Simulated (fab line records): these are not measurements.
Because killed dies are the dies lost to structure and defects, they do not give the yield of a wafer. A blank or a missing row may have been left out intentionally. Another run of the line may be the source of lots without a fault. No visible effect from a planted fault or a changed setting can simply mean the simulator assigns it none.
Which of the tools did it?    flow n5-finfet    12 lots (36 wafers sampled), 1 step of a 1938-step route

## WHAT THE GAUGES READ, wafer by wafer
N5_BEOL_M13_CD_MEAS_28 targets a cd of 209.5 nm.
lot   measured      on         cd-nm (nm)
L076  day 11 12:40  cd-sem-02  210.3 209.7 210.5
L077  day 11 20:46  cd-sem-01  209.2 209.2 209.1
L078  day 12 23:15  cd-sem-01  207.8 209.0 207.2
L081  day 13 04:26  cd-sem-03  208.3 208.5 206.8
L083  day 13 15:09  cd-sem-02  208.7 210.1 208.3
L084  day 14 00:13  cd-sem-03  207.1 208.1 207.3
L087  day 14 15:50  cd-sem-02  211.1 210.4 209.6
L089  day 15 00:49  cd-sem-02  210.7 209.5 209.5
L091  day 15 09:21  cd-sem-03  209.5 209.6 209.1
L095  day 16 04:04  cd-sem-02  208.9 209.7 209.3
L096  day 16 20:32  cd-sem-01  209.7 210.5 209.7
L097  day 17 07:47  cd-sem-03  212.0 211.1 210.0

## WHAT TOOL EACH LOT RAN ON (gives the tool, then ch and the chambers of the sampled wafers, and finally the start)
There is no process step in the record ahead of these readings.

## THE ANSWER, worked out from the rows above alone
Rule: what is usual is taken from the lots themselves. The widest of any qualifying gaps counts: lots, ordered by their means at a reading, are off when they make up no more than a third of the lots, leave a main group of 4 or more, and stand apart from it by 3 or more times the standard deviation of that group's means. A main group whose means are all the same, to the digits that the tables above print for the reading, isn't used. A lot without any number at a reading at which 4 lots or more have one is off too. Where the step has rows for the other lots, those lots are counted as sound.
No lot is off at any reading shown: from this, nothing can be told.

## WHAT THE SIMULATOR PUT IN
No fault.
